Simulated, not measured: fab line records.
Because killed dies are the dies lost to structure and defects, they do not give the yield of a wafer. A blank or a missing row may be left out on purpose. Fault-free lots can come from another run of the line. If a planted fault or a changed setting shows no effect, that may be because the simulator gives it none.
Chamber matching + flow nand_harc + 4 sister chambers for NHARC_A_CHANNEL_FILL_D1_ALD_16 on ald_hk-04
The step deposits SiO2, target thk 1.5 nm, pulse time 10 s, ald cycles 15. 4 wafers are shown with their chamber, then 7 later ones without.

WAFERS WITH THEIR CHAMBER
| wafer  | chamber | heater_power_outer_w (W) |
|--------|---------|--------------------------|
| L144.1 | 0       | 276                      |
| L144.4 | 2       | 234                      |
| L145.1 | 3       | 249                      |
| L145.2 | 1       | 274                      |

WAFERS WITHOUT THEIR CHAMBER
| wafer  | heater_power_outer_w (W) |
|--------|--------------------------|
| L145.4 | 230                      |
| L146.2 | 244                      |
| L146.4 | 261                      |
| L146.5 | 274                      |
| L148.2 | 275                      |
| L148.4 | 243                      |
| L148.6 | 269                      |

WHICH CHAMBER EACH WENT THROUGH
| wafer  | from the rows above          | in truth |
|--------|------------------------------|----------|
| L145.4 | 2                            | 2        |
| L146.2 | can't be placed: 3 or 2      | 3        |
| L146.4 | can't be placed: 3 or 1 or 0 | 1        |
| L146.5 | can't be placed: 1 or 0      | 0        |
| L148.2 | can't be placed: 0 or 1      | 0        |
| L148.4 | can't be placed: 3 or 2      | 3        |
| L148.6 | can't be placed: 1 or 0      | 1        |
Correctly placed: 1 of 7. Cannot be placed on the basis of these rows: 6; the candidates contain the true chamber in 6. Number placed wrongly: 0.
How it was worked out, from the rows above alone: a wafer's distance from a chamber is the root of the sum, over the readings, of the square of ((its reading less the chamber's mean) divided by the reading's scatter). The wafer belongs to the nearest chamber; if the next one is less than 2 further off, it can't be placed. Each chamber's mean is taken over the wafers shown for it. The scatter (one wafer shown for each chamber): square how far every hidden wafer sits from the nearest shown wafer, average those squares and take the square root.
